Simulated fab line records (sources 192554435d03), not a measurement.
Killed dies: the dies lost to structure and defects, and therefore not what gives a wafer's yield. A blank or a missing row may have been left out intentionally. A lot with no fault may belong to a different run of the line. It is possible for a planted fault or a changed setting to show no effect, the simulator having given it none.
Matching of chambers / flow n5Finfet / N5_PMOS_HMC_CHANNEL_EPI_ETCH_38 on rieSi-04: 4 sister chambers
The step etches SiO2 in CF4, target depth 1.5 nm. 8 wafers are shown with their chamber, then 8 later ones without.

## WAFERS WITH THEIR CHAMBER
wafer=L081.3; chamber=1; drypumpMotorCurrentA (A)=5.8; throttleValvePct (%)=21.61
wafer=L085.6; chamber=1; drypumpMotorCurrentA (A)=5.8; throttleValvePct (%)=21.62
wafer=L086.1; chamber=2; drypumpMotorCurrentA (A)=5.0; throttleValvePct (%)=21.77
wafer=L086.3; chamber=3; drypumpMotorCurrentA (A)=5.1; throttleValvePct (%)=21.53
wafer=L088.1; chamber=0; drypumpMotorCurrentA (A)=5.8; throttleValvePct (%)=22.00
wafer=L088.3; chamber=2; drypumpMotorCurrentA (A)=5.1; throttleValvePct (%)=21.80
wafer=L088.5; chamber=3; drypumpMotorCurrentA (A)=5.1; throttleValvePct (%)=21.53
wafer=L094.1; chamber=0; drypumpMotorCurrentA (A)=5.8; throttleValvePct (%)=21.98

## WAFERS WITH NO CHAMBER GIVEN
wafer=L094.4; drypumpMotorCurrentA (A)=5.1; throttleValvePct (%)=21.55
wafer=L094.6; drypumpMotorCurrentA (A)=5.8; throttleValvePct (%)=21.61
wafer=L096.1; drypumpMotorCurrentA (A)=5.1; throttleValvePct (%)=21.54
wafer=L096.3; drypumpMotorCurrentA (A)=5.8; throttleValvePct (%)=21.61
wafer=L096.4; drypumpMotorCurrentA (A)=5.8; throttleValvePct (%)=21.63
wafer=L097.2; drypumpMotorCurrentA (A)=5.8; throttleValvePct (%)=21.99
wafer=L097.5; drypumpMotorCurrentA (A)=5.1; throttleValvePct (%)=21.79
wafer=L097.6; drypumpMotorCurrentA (A)=5.1; throttleValvePct (%)=21.54

## THE CHAMBER EACH PASSED THROUGH
wafer=L094.4; from the rows above=3; in truth=3
wafer=L094.6; from the rows above=1; in truth=1
wafer=L096.1; from the rows above=3; in truth=3
wafer=L096.3; from the rows above=1; in truth=1
wafer=L096.4; from the rows above=1; in truth=1
wafer=L097.2; from the rows above=0; in truth=0
wafer=L097.5; from the rows above=2; in truth=2
wafer=L097.6; from the rows above=3; in truth=3
Correct placement for 8 of the 8. Not placeable from these rows: 0. Placed wrongly: 0.
How it was worked out, from the rows above alone: a wafer's distance from a chamber is the root of the sum, over the readings, of the square of ((its reading less the chamber's mean) divided by the reading's scatter). If the next closest chamber is less than 2 further off than the closest, the wafer can't be placed; otherwise it belongs to the closest. For every chamber, the mean is computed from those of its wafers that are shown. How the scatter is found: for the shown wafers, subtract from each reading the mean of its chamber, square and add these, divide the total by (wafers less chambers), then take the root.
